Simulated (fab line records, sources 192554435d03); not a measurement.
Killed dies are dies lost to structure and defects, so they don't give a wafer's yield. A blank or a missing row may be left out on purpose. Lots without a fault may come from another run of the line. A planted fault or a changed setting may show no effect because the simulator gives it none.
One fault seen from 2 desks | flow n5_finfet | each desk has only its own numbers; what lay behind them comes last

THE TOOL OWNER'S DESK: litho_track-04
The tool's own readings at N5_BEOL_M0_CUTY_COAT_51 (resist thk 150 nm): means of the sampled wafers that have a number, for each lot that ran on this tool. A lot is out of limits, marked OUT, if its mean lies more than 4 standard deviations from the usual mean; the brackets give that distance.
Columns: A = spin_speed_rpm at N5_BEOL_M0_CUTY_COAT_51, usual 1499.9 rpm
lot  | first seen here | A
L644 | day 6 02:03     | 1499.0
L647 | day 6 23:35     | 1404.8 (-95) OUT
L653 | day 8 16:47     | 1406.5 (-93) OUT
This desk's finding: out of limits on L647, L653; first on L647, day 6 23:35 (spin_speed_rpm at N5_BEOL_M0_CUTY_COAT_51). In limits: L644.

THE METROLOGY DESK
What the gauges read, lot by lot, whatever tool the lot ran on: means of the sampled wafers that have a number. A lot is out of limits, marked OUT, if its mean lies more than 4 standard deviations from the usual mean; the brackets give that distance. Of its 10 readings 7 are shown: those that lie furthest out on some lot.
Columns: A = DIBL_N at N5_BEOL_M4_RC_MEAS_101, usual 36.4 mV/V; B = DIBL_P at N5_BEOL_M4_RC_MEAS_101, usual 36.3 mV/V; C = IOFF_N at N5_BEOL_M4_RC_MEAS_101, usual 0.163 nA/um; D = IOFF_P at N5_BEOL_M4_RC_MEAS_101, usual 0.21 nA/um; E = ION_N at N5_BEOL_M4_RC_MEAS_101, usual 673 uA/um; F = SS_N at N5_BEOL_M4_RC_MEAS_101, usual 71.6 mV/dec; G = VT_P at N5_BEOL_M4_RC_MEAS_101, usual -250 mV
lot  | first seen here | A    | B    | C     | D    | E   | F    | G
L644 | day 8 07:29     | 36.7 | 37.4 | 0.165 | 0.23 | 668 | 72.0 | -248
L647 | day 9 09:37     | 35.9 | 36.5 | 0.159 | 0.21 | 667 | 71.6 | -252
L653 | day 10 12:46    | 34.9 | 33.8 | 0.138 | 0.18 | 681 | 71.6 | -253
L662 | day 12 22:34    | 38.6 | 38.3 | 0.187 | 0.26 | 683 | 72.1 | -246
This desk's finding: nothing out of limits on any of the 4 lots.

PUT TOGETHER
The tool owner's desk could have raised an alarm at day 6 23:35, on L647, L653.
The metrology desk saw nothing out of limits.
The metrology desk has L647, L653 on record, within its limits.
Of the lots named, all ran N5_BEOL_M0_CUTY_COAT_51 on litho_track-04.

WHAT THE SIMULATOR HAD PUT IN
Process parameter drift: litho_track-04, from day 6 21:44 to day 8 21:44, at N5_BEOL_M0_CUTY_COAT_51. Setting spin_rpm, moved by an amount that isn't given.
Lots struck among those shown: L647, L653.
Hours from the fault's start to each desk's first reading out of limits: the tool owner's desk, 2.
